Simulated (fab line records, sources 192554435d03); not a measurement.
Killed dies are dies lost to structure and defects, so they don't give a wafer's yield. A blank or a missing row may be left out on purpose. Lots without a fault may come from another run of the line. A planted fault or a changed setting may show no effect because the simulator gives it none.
Chamber matching | flow n5_finfet | N5_STI_FIN_REVEAL_ETCH_34 on rie_si-06: 4 sister chambers
The step etches Si in H2, material Si, target depth 0.97 nm. 8 wafers are shown with their chamber, then 8 later ones without.

WAFERS WITH THEIR CHAMBER
wafer  | chamber | throttle_valve_pct (%) | drypump_motor_current_A (A)
L084.3 | 3       | 25.1                   | 5.9
L084.4 | 0       | 25.4                   | 5.7
L085.1 | 1       | 25.4                   | 6.1
L086.1 | 3       | 25.1                   | 5.9
L086.5 | 2       | 25.8                   | 5.7
L087.1 | 1       | 25.4                   | 6.2
L087.4 | 2       | 25.8                   | 5.7
L087.5 | 0       | 25.3                   | 5.7

WAFERS WITHOUT THEIR CHAMBER
wafer  | throttle_valve_pct (%) | drypump_motor_current_A (A)
L093.1 | 25.8                   | 5.7
L093.3 | 25.4                   | 6.1
L093.6 | 25.4                   | 6.2
L095.1 | 25.3                   | 5.8
L095.3 | 25.1                   | 5.8
L095.4 | 25.4                   | 5.7
L096.3 | 25.4                   | 5.8
L096.5 | 25.1                   | 5.9

WHICH CHAMBER EACH WENT THROUGH
wafer  | from the rows above | in truth
L093.1 | 2                   | 2
L093.3 | 1                   | 1
L093.6 | 1                   | 1
L095.1 | 0                   | 0
L095.3 | 3                   | 3
L095.4 | 0                   | 0
L096.3 | 0                   | 0
L096.5 | 3                   | 3
Placed correctly: 8 of 8. Can't be placed from these rows: 0. Placed wrongly: 0.
How it was worked out, from the rows above alone: a wafer's distance from a chamber is the root of the sum, over the readings, of the square of ((its reading less the chamber's mean) divided by the reading's scatter). The wafer belongs to the nearest chamber; if the next one is less than 2 further off, it can't be placed. A chamber's mean is the mean of its shown wafers. The scatter: the root of (the sum of the squares of (reading less its chamber's mean) over the shown wafers, divided by (wafers less chambers)).
